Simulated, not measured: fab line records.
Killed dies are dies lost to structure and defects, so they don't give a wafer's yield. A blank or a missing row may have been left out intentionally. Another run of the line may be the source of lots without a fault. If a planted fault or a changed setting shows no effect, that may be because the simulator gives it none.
Struck lot and sound lot, side by side | flow n5Finfet | 37 out of 1938 route steps
Sound: wafers L367.1, L367.5, L367.6. Wafers L363.2, L363.3, L363.5 were the ones struck. The cause comes at the end.
At each step with rows: each side's tool, then ch and its chambers, then its first start. Under that, the readings that differ: sound wafers | struck wafers | difference of the means | sigmas: that difference in standard deviations of wafers without a fault.
alike: words and numbers the same on both sides, and readings whose means are apart by under 2 such deviations; not compared: readings that were withheld, readings missing a value for some wafer, numbers with overlapping values and no deviation given by the record, and bounds like >300 which may hide the same value.
A row with sigmas, a row that says differs or no value, or rows on one side alone: a step with any of these is where the two part. When numbers do not overlap yet have no deviation, they are printed without sigmas and do not part them. A reading missing from all wafers of one side parts the sides only when that side holds two or more wafers.

first, 9 steps without rows for these wafers: N5_BEOL_M4_ANNEAL_95 (time 240 s); N5_BEOL_M4_SPUTTER_96 (material Cu, target thk 4.5 nm, time 8.29 s); N5_BEOL_M4_ECD_50 (material Cu, target thk 300 nm); N5_BEOL_M4_ANNEAL_51 (time 90 s); N5_BEOL_M4_CMP_52 (polishes, stops on SiOC, t overpolish 6.8 s, target thk 40 nm); N5_BEOL_M4_PRE_CLEAN_60 (time 15 s); N5_BEOL_M4_CO_CAP_55 (material Co, precursor CCTBA/H2, target thk 2 nm, time 102.1 s); N5_BEOL_M4_PRE_CLEAN_56 (time 15 s); N5_BEOL_M4_DEP_57 (deposits SiCN from 3MS/NH3, target thk 8 nm, time 14 s).
N5_BEOL_M4_RC_MEAS_101:
  sound on prober-01 ch 0, day 13 10:03; struck on prober-01 ch 0, day 12 00:05
reading       | sound          | struck         | difference | sigmas
ION_P (uA/um) | 465 471 466    | 451 449 452    | -17        | -2
VT_P (mV)     | -253 -248 -243 | -255 -255 -258 | -8         | -2
  alike: DIBL_N, DIBL_P, IOFF_N, IOFF_P, ION_N, SS_N, SS_P, VT_N
then, 24 steps without rows for these wafers: N5_BEOL_M5_ILD_DEP_00 (deposits SiCOH lowk from DEMS/porogen, target thk 140.64 nm, time 25.9 s); N5_BEOL_M5_CURE_79 (cures SiCOH lowk, time 240 s); N5_BEOL_M5_PECVD_70 (deposits SiO2 from TEOS/O2, target thk 16 nm, time 18 s); N5_BEOL_M5_HM_DEP_02 (deposits TiN, target thk 20 nm); N5_BEOL_M5_COAT_59 (time 60 s, resist thk 60 nm); N5_BEOL_M5_COAT_60 (time 60 s, resist thk 12 nm); N5_BEOL_M5_COAT_71 (time 60 s, resist thk 5 nm); N5_BEOL_M5_COAT_05 (resist thk 30 nm); N5_BEOL_M5_EBR_07; N5_BEOL_M5_SOFTBAKE_06 (time 60 s); N5_BEOL_M5_EXPOSE_08 (exposes mask M5, target cd 28 nm); N5_BEOL_M5_PEB_09 (peb time 60 s); N5_BEOL_M5_DEVELOP_10 (develop time 30 s); N5_BEOL_M5_DESCUM_16 (chemistry O2, time 7 s); N5_BEOL_M5_ETCH_72 (etches underlayer in N2/H2, target depth 6.5 nm, time 5.2 s); N5_BEOL_M5_ETCH_61 (etches SiARC in CF4, target depth 15.6 nm, time 26 s); N5_BEOL_M5_ETCH_62 (etches SOC in N2/H2, target depth 75 nm, overetch 15 nm, time 112.5 s); N5_BEOL_M5_STRIP_63 (strips in N2/H2); N5_BEOL_M5_STRIP_73 (strips in N2/H2); N5_BEOL_M5_STRIP_64 (strips in CF4); N5_BEOL_M5_HM_OPEN_17 (chemistry Cl2/BCl3, target TiN, target depth 20 nm, overetch 6 nm); N5_BEOL_M5_STRIP_19 (strips in O2); N5_BEOL_M5_COAT_65 (time 60 s, resist thk 60 nm); N5_BEOL_M5_COAT_66 (time 60 s, resist thk 12 nm).
-- a jump in the record: the struck wafers' starts before and after are 3 days apart (it breaks off in module BEOL_M5 and resumes in module BEOL_M12, where the first step shown is number 1608 of the route) --
N5_BEOL_M12_EXPOSE_07: exposes mask V11.
  sound on krfScanner-01 ch 0, day 16 08:26; struck on krfScanner-02 ch 0, day 14 18:28
reading                        | sound | struck   | difference | sigmas
model.BEOL_M12.overlayXNm (nm) | 0 0 0 | 37 37 37 | +37        | 
  alike: mask
N5_BEOL_M12_OVL_MEAS_11:
  sound on overlay-02 ch 0, day 16 08:38; struck on overlay-02 ch 0, day 14 18:40
reading      | sound   | struck   | difference | sigmas
V11_OVL (nm) | -1 0 -2 | 37 44 47 | +44        | +8
N5_PASSIVATION_PROBE_49:
  sound on prober-02, day 18 04:05; struck on prober-02, day 16 11:37
reading                 | sound | struck         | difference | sigmas
defectLimitedYield (%)  | 91.4  | 26.8 13.8 7.8  | -75.3      | -50
killed_at_M0_to_M3      | 27    | 58 52 52       | +27        | +2
killed_at_M4_up         | 18    | 783 902 1004   | +878       | +99 or more
killedDies              | 102   | 864 1017 1088  | +888       | +49
killedOnRim             | 10    | 102 127 140    | +113       | +28
sort_bin_5_function (%) | 5.3   | 38.4 41.1 46.5 | +36.7      | +37
sortNPass               | 1078  | 316 163 92     | -888       | -49
sortYieldPct (%)        | 91.4  | 26.8 13.8 7.8  | -75.3      | -50
  alike: killedAtContacts, killedAtFrontEnd, killedAtOther, killedOpen, killedShort, sort_bin_6_memory

WHERE THEY PART
At N5_BEOL_M4_RC_MEAS_101 first; at N5_PASSIVATION_PROBE_49 last (within this record only).

WHY: whatever the simulator had introduced
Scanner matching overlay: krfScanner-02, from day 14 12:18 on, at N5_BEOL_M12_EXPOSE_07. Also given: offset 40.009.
